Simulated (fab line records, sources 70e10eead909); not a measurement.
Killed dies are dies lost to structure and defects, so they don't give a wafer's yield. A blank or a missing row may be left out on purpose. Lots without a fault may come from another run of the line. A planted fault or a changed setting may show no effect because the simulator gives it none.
Which tool did it? | flow nand_harc | 7 lots, 21 wafers sampled, at 2 steps of a route of 1302

WHAT THE GAUGES READ, wafer by wafer
NHARC_A_ONON_D1_THK_MEAS_14: measures by ellipsometry.
lot  | measured     | on            | thk_nm (nm)
L971 | day 7 21:37  | film_metro-01 | 1012 1014 1010
L974 | day 8 23:51  | film_metro-02 | 1006 1006 1006
L976 | day 9 22:05  | film_metro-02 | 1007 1006 1006
L978 | day 10 17:21 | film_metro-01 | 1002 1004 1005
L988 | day 14 17:34 | film_metro-02 | 708 707 706
L990 | day 15 14:36 | film_metro-01 | 1011 1012 1009
L994 | day 17 00:49 | film_metro-01 | 1003 1000 1004

WHICH TOOL RAN EACH LOT (tool, then ch and the chambers of the sampled wafers, then the start)
lot  | NHARC_A_ONON_D1_DEP_12
L971 | pecvd_onon-01 ch 0, day 7 21:05
L974 | pecvd_onon-03 ch 0, day 8 23:27
L976 | pecvd_onon-01 ch 0, day 9 21:34
L978 | pecvd_onon-02 ch 0, day 10 16:54
L988 | pecvd_onon-01 ch 0, day 14 17:07
L990 | pecvd_onon-02 ch 0, day 15 14:13
L994 | pecvd_onon-02 ch 0, day 17 00:22
- NHARC_A_ONON_D1_DEP_12: target thk 1000 nm.

THE ANSWER, worked out from the rows above alone
Rule: what is usual is taken from the lots themselves. Put in order of their means at a reading, lots are off if they are a third of the lots or fewer, leave a main group of 4 or more, and stand apart from it by a gap of 3 or more times the standard deviation of the main group's means; of several such gaps the widest counts. A main group whose means are all the same, to the digits that the tables above print for the reading, isn't used. A lot without any number at a reading at which 4 lots or more have one is off too. The other lots that the step has rows for count as sound.
Off: L988, at NHARC_A_ONON_D1_THK_MEAS_14 (thk_nm). The main group: mean 1007 nm, standard deviation 3.5.
A tool fits if, at a process step before that reading, it ran every lot that is off, and no sound lot after the first of them. The gauges at NHARC_A_ONON_D1_THK_MEAS_14 are tried like those tools. Can't be told from this: 2 tools fit, pecvd_onon-01 at NHARC_A_ONON_D1_DEP_12, film_metro-02 at NHARC_A_ONON_D1_THK_MEAS_14.

WHAT THE SIMULATOR HAD PUT IN
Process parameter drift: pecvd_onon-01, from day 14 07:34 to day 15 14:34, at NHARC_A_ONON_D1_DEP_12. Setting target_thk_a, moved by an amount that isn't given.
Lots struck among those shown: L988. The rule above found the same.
